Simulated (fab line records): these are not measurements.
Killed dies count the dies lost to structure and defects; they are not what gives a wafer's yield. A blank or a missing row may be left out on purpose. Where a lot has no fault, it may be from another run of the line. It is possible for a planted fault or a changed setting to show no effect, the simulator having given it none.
Matching of chambers	flow nandHarc	3 sister chambers for NHARC_P_GATE_DEP_103 on pecvd-03
The step deposits SiON, target thk 30 nm. 3 wafers are shown with their chamber, then 7 later ones without.

## WAFERS WITH THEIR CHAMBER
wafer	chamber	heaterPowerW (W)
L085.5	2	775
L091.3	1	868
L091.5	0	491

## WAFERS WHOSE CHAMBER IS MISSING
wafer	heaterPowerW (W)
L091.6	857
L094.2	521
L094.4	809
L094.6	521
L095.2	479
L095.3	790
L095.5	493

## WHICH CHAMBER EACH ONE RAN IN
wafer	from the rows above	in truth
L091.6	1	1
L094.2	0	0
L094.4	can't be placed: 2 or 1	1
L094.6	0	0
L095.2	0	0
L095.3	2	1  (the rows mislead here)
L095.5	0	0
Correctly placed: 5 of 7. Not placeable from these rows: 1 (in 1, the candidates include the true chamber). Placed wrongly: 1.
How it was worked out, from the rows above alone: a wafer's distance from a chamber is the root of the sum, over the readings, of the square of ((its reading less the chamber's mean) divided by the reading's scatter). The wafer belongs to the nearest chamber; if the next one is less than 2 further off, it can't be placed. For every chamber, the mean is computed from those of its wafers that are shown. The scatter: with one shown wafer a chamber, the root of the mean of the squares of how far each hidden wafer lies from its nearest shown one.
